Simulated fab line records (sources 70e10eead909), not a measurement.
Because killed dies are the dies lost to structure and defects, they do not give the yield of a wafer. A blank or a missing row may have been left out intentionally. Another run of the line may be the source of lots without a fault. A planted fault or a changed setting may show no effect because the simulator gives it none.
What tool caused it? -- flow nand-harc -- 24 lots with 72 wafers sampled at 5 steps, on a route of 1159 steps

== WHAT THE GAUGES SHOWED, per wafer ==
NHARC_A_M0_OVL_MEAS_10: pitch 160 nm. Usual: overlay-x-nm 0.1 nm, standard deviation 0.75; overlay-y-nm 0.2 nm, standard deviation 0.75.
lot,measured,on,overlay-x-nm (nm),overlay-y-nm (nm),flag
L075,day 17 21:40,overlay-01,1.2 0.9 0.3,0.2 0.1 -0.1,
L074,day 17 22:07,overlay-01,-1.1 -0.7 -0.8,-1.1 -1.3 -1.4,
L077,day 18 03:27,overlay-01,-0.1 0.7 0.4,0.6 0.4 0.7,
L078,day 18 03:46,overlay-02,0.5 -0.1 1.1,0.5 0.5 0.6,
L076,day 18 07:05,overlay-01,0.0 0.1 0.5,-0.2 -0.2 -0.2,
L080,day 18 19:18,overlay-02,2.0 1.6 1.4,1.2 1.7 1.8,
L079,day 18 19:47,overlay-01,-0.2 -0.1 -0.4,0.9 1.3 1.3,
L083,day 19 05:37,overlay-02,0.0 -0.2 -0.1,-0.3 -0.2 0.4,
L082,day 19 14:49,overlay-02,0.2 0.5 0.7,0.4 0.5 0.7,
L085,day 19 22:02,overlay-02,-0.9 -1.2 -1.1,0.7 0.3 0.5,
L081,day 20 03:07,overlay-01,0.3 -0.1 0.6,-0.3 -1.0 -0.2,
L084,day 20 06:40,overlay-01,1.9 1.5 1.1,-0.7 -0.3 -0.2,
L087,day 20 07:14,overlay-01,0.4 0.1 0.9,0.2 0.3 -0.2,
L086,day 20 08:14,overlay-01,-0.7 -0.8 -0.4,-0.7 -1.1 -1.0,
L089,day 20 21:32,overlay-01,1.3 0.1 0.8,1.8 1.1 0.8,
L088,day 21 03:20,overlay-02,0.3 0.9 0.7,-0.7 -0.3 -0.8,
L090,day 21 10:16,overlay-02,0.2 -0.2 0.1,-0.3 -0.3 -0.3,
L091,day 21 18:40,overlay-01,-1.1 -0.6 -0.9,0.2 0.1 0.6,
L093,day 21 22:02,overlay-01,-0.5 -0.4 0.0,-1.0 -0.3 -0.6,
L092,day 21 23:41,overlay-01,0.0 -0.1 -0.1,-0.2 -0.3 -0.3,
L095,day 22 02:51,overlay-01,0.3 0.9 1.0,0.9 0.8 1.3,
L094,day 22 06:52,overlay-01,0.6 0.3 0.0,0.8 0.0 0.3,
L097,day 22 16:43,overlay-02,-0.8 -1.2 -1.0,-0.2 -0.9 -0.3,
L096,day 23 01:50,overlay-02,-0.7 -0.7 -0.5,0.0 0.2 -0.2,

NHARC_A_M0_CD_MEAS_16. Usual: cd-nm at 79.7 nm, with a standard deviation of 0.81.
lot,measured,on,cd-nm (nm),flag
L075,day 17 22:04,cd-sem-02,79.9 79.5 79.7,
L074,day 17 22:31,cd-sem-01,78.4 80.4 79.4,
L077,day 18 03:51,cd-sem-03,80.3 79.9 79.8,
L078,day 18 04:10,cd-sem-02,79.2 79.3 79.7,
L076,day 18 07:29,cd-sem-02,80.0 79.9 78.7,
L080,day 18 19:44,cd-sem-01,79.2 80.1 79.7,
L079,day 18 20:13,cd-sem-02,81.5 80.6 81.3,
L083,day 19 06:02,cd-sem-03,79.9 79.7 80.8,
L082,day 19 15:13,cd-sem-01,80.1 79.6 79.2,
L085,day 19 22:26,cd-sem-02,79.4 79.6 79.6,
L081,day 20 03:40,cd-sem-01,81.5 81.1 81.4,
L084,day 20 07:04,cd-sem-01,78.5 80.8 79.9,
L087,day 20 07:38,cd-sem-01,80.6 79.8 81.1,
L086,day 20 08:38,cd-sem-02,78.1 78.7 78.6,
L089,day 20 21:56,cd-sem-01,80.0 80.2 79.8,
L088,day 21 04:13,cd-sem-01,80.5 79.0 78.2,
L090,day 21 10:40,cd-sem-01,78.5 80.7 79.8,
L091,day 21 19:04,cd-sem-02,81.4 80.2 78.7,
L093,day 21 22:26,cd-sem-02,80.0 80.4 79.1,
L092,day 22 00:05,cd-sem-02,80.5 80.2 80.2,
L095,day 22 03:16,cd-sem-02,78.8 79.0 79.1,
L094,day 22 07:16,cd-sem-02,79.5 79.4 80.3,
L097,day 22 17:07,cd-sem-02,79.7 79.0 79.0,
L096,day 23 02:14,cd-sem-03,79.9 78.0 80.2,

NHARC_A_M1_CD_MEAS_09: target cd 120 nm. Usual: cd-nm at 120.0 nm, with a standard deviation of 0.62.
lot,measured,on,cd-nm (nm),flag
L075,day 18 08:59,cd-sem-03,120.5 119.0 120.0,
L074,day 18 08:50,cd-sem-01,119.7 119.3 120.1,
L077,day 18 09:09,cd-sem-03,119.6 120.5 119.7,
L078,day 18 09:18,cd-sem-03,119.7 119.7 118.9,
L076,day 18 11:02,cd-sem-01,120.1 119.6 120.3,
L080,day 18 23:25,cd-sem-02,119.3 120.1 119.9,
L079,day 19 00:34,cd-sem-01,119.6 119.4 119.1,
L083,day 19 09:30,cd-sem-01,120.0 119.6 120.7,
L082,day 19 19:41,cd-sem-02,120.8 120.7 121.3,
L085,day 20 02:10,cd-sem-02,120.3 120.3 119.8,
L081,day 20 07:14,cd-sem-01,121.1 120.8 119.7,
L084,day 20 10:38,cd-sem-01,120.0 120.6 120.3,
L087,day 20 11:11,cd-sem-01,120.4 120.2 120.2,
L086,day 20 12:11,cd-sem-01,120.5 119.6 120.8,
L089,day 21 01:33,cd-sem-03,121.8 120.8 120.5,
L088,day 21 08:13,cd-sem-03,119.8 119.6 119.7,
L090,day 21 14:28,cd-sem-01,120.0 121.0 119.8,
L091,day 21 22:41,cd-sem-01,119.0 118.8 118.9,
L093,day 22 01:56,cd-sem-03,119.6 120.0 119.5,
L092,day 22 03:58,cd-sem-01,119.9 119.8 120.5,
L095,day 22 06:55,cd-sem-03,121.4 121.1 121.3,
L094,day 22 10:57,cd-sem-01,120.0 120.6 120.0,
L097,day 22 21:23,cd-sem-02,119.7 120.0 119.4,
L096,day 23 05:57,cd-sem-01,119.2 119.6 119.1,

NHARC_A_M1_CD_MEAS_16. Usual: cd-nm at 120.0 nm, with a standard deviation of 0.77.
lot,measured,on,cd-nm (nm),flag
L075,day 18 09:31,cd-sem-03,120.7 118.6 119.6,
L074,day 18 09:20,cd-sem-02,119.8 119.4 121.0,
L077,day 18 09:41,cd-sem-01,119.8 119.5 119.9,
L078,day 18 09:49,cd-sem-02,120.5 119.4 119.4,
L076,day 18 11:32,cd-sem-03,120.4 120.1 120.7,
L080,day 18 23:55,cd-sem-03,119.9 120.6 120.0,
L079,day 19 01:04,cd-sem-03,119.4 120.0 119.0,
L083,day 19 10:00,cd-sem-01,120.0 120.3 121.0,
L082,day 19 20:10,cd-sem-03,120.6 120.5 120.4,
L085,day 20 02:40,cd-sem-01,120.9 120.1 119.4,
L081,day 20 07:43,cd-sem-01,120.5 121.1 120.0,
L084,day 20 11:07,cd-sem-02,120.1 121.0 120.5,
L087,day 20 11:41,cd-sem-01,120.4 120.2 119.6,
L086,day 20 12:41,cd-sem-01,120.8 120.0 120.3,
L089,day 21 02:02,cd-sem-01,122.1 120.8 120.8,
L088,day 21 08:49,cd-sem-03,119.5 119.2 119.4,
L090,day 21 14:58,cd-sem-03,120.0 120.4 118.8,
L091,day 21 23:11,cd-sem-03,119.6 118.8 118.8,
L093,day 22 02:26,cd-sem-03,120.3 118.9 120.0,
L092,day 22 04:27,cd-sem-01,120.1 119.7 119.8,
L095,day 22 07:25,cd-sem-01,121.8 121.0 122.0,
L094,day 22 11:26,cd-sem-01,119.6 121.0 119.5,
L097,day 22 21:53,cd-sem-03,120.1 120.4 119.2,
L096,day 23 06:26,cd-sem-03,118.6 117.9 120.2,

== WHICH TOOL RAN EACH LOT (tool, then ch and the chambers of the sampled wafers, then the start) ==
lot,NHARC_A_M1_ETCH_35
L075,"rie-diel-10 ch 1,2,3, day 18 09:16"
L074,"rie-diel-04 ch 0,2,3, day 18 09:07"
L077,"rie-diel-04 ch 0,2,3, day 18 09:25"
L078,"rie-diel-04 ch 1,3, day 18 09:35"
L076,"rie-diel-10 ch 0,2, day 18 11:19"
L080,"rie-diel-10 ch 0,1,2, day 18 23:41"
L079,"rie-diel-11 ch 0,1, day 19 00:50"
L083,"rie-diel-04 ch 1,2,3, day 19 09:47"
L082,"rie-diel-11 ch 0,1, day 19 19:57"
L085,"rie-diel-10 ch 1,2, day 20 02:27"
L081,"rie-diel-10 ch 1,3, day 20 07:31"
L084,"rie-diel-10 ch 1,2, day 20 10:54"
L087,"rie-diel-10 ch 0,2, day 20 11:28"
L086,"rie-diel-10 ch 0,1,2, day 20 12:28"
L089,"rie-diel-04 ch 0,2,3, day 21 01:50"
L088,"rie-diel-10 ch 1,2,3, day 21 08:29"
L090,"rie-diel-11 ch 0,3, day 21 14:44"
L091,"rie-diel-04 ch 0,1, day 21 22:58"
L093,"rie-diel-11 ch 0,2,3, day 22 02:13"
L092,"rie-diel-10 ch 0,2, day 22 04:14"
L095,"rie-diel-04 ch 0,3, day 22 07:11"
L094,"rie-diel-10 ch 2,3, day 22 11:13"
L097,"rie-diel-04 ch 0,2,3, day 22 21:40"
L096,"rie-diel-11 ch 1,2,3, day 23 06:14"
- NHARC_A_M1_ETCH_35: etches the open film in N2/H2, target depth 40 nm, overetch 12 nm, time 43.94 s.

== WHAT THE TOOLS THEMSELVES READ (means of the sampled wafers that have a number; where no wafer has one, the mark that the record gives instead) ==
NHARC_A_M1_ETCH_35. Usual: drypump-motor-current-A 5.6 A, standard deviation 0.34; n2-flow-sccm 150.0 sccm, standard deviation 0.46; oes-product-au 1.001 a.u., standard deviation 0.0099; rf-fwd-power-W 395.2 W, standard deviation 1.7; rf-vpp-V 431.1 V, standard deviation 2.5; showerhead-plenum-p-Torr 2.06 Torr, standard deviation 0.086; throttle-valve-pct 14.171 %, standard deviation 0.0088.
lot,tool,drypump-motor-current-A (A),n2-flow-sccm (sccm),oes-product-au (a.u.),rf-fwd-power-W (W),rf-vpp-V (V),showerhead-plenum-p-Torr (Torr),throttle-valve-pct (%),flag
L075,rie-diel-10,5.3,149.7,0.998,393.8,430.6,2.04,14.167,
L074,rie-diel-04,5.8,149.9,1.003,396.1,432.8,2.12,14.178,
L077,rie-diel-04,5.8,149.8,1.008,395.7,432.5,2.12,14.162,
L078,rie-diel-04,6.1,150.1,0.997,395.8,433.8,2.17,14.168,
L076,rie-diel-10,5.4,149.6,0.994,394.8,429.2,2.00,14.166,
L080,rie-diel-10,5.3,150.2,1.006,395.3,431.5,2.05,14.173,
L079,rie-diel-11,5.7,150.0,1.003,394.3,429.0,1.97,14.172,
L083,rie-diel-04,6.0,149.6,1.006,394.5,432.9,2.13,14.166,
L082,rie-diel-11,5.7,150.1,1.007,395.7,428.8,1.97,14.174,
L085,rie-diel-10,5.3,150.3,1.002,395.9,430.2,2.05,14.176,
L081,rie-diel-10,5.4,150.4,1.015,393.2,430.3,2.02,14.170,
L084,rie-diel-10,5.3,150.1,0.994,395.5,431.0,2.05,14.182,
L087,rie-diel-10,5.4,150.1,0.999,395.5,429.6,2.00,14.181,
L086,rie-diel-10,5.3,149.6,1.003,396.5,431.7,2.05,14.173,
L089,rie-diel-04,5.8,149.3,1.006,393.8,432.3,2.12,14.173,
L088,rie-diel-10,5.3,150.0,1.006,395.8,429.8,2.04,14.177,
L090,rie-diel-11,5.5,150.0,0.997,394.5,430.6,2.03,14.179,
L091,rie-diel-04,5.9,150.1,0.999,396.1,433.9,2.18,14.175,
L093,rie-diel-11,5.5,150.1,0.994,395.0,431.6,2.07,14.176,
L092,rie-diel-10,5.4,150.1,0.988,395.1,429.8,2.00,14.170,
L095,rie-diel-04,6.1,150.2,1.001,394.5,433.9,2.14,14.169,
L094,rie-diel-10,5.4,150.2,1.003,394.1,428.6,1.97,14.163,
L097,rie-diel-04,5.8,149.8,1.001,394.2,432.8,2.12,14.171,
L096,rie-diel-11,5.4,149.8,0.999,397.6,429.3,2.03,14.166,

== THE ANSWER, worked out from the rows above alone ==
Rule: a lot counts as off when the mean over its wafers that have a number is more than 3 standard deviations away from the usual mean. Also off: a lot with no number at a reading for which 4 or more lots have one. Where the step has rows for the other lots, those lots are counted as sound. After the gauges, taken in route order, come the tools' own readings; for these a lot's mean is taken, as printed above. At the first step where some lot is off, the reading lying furthest off is the one used; lots without a number count as furthest.
No lot is off at any reading shown: from this, nothing can be told.

== WHAT HAD BEEN PUT IN BY THE SIMULATOR ==
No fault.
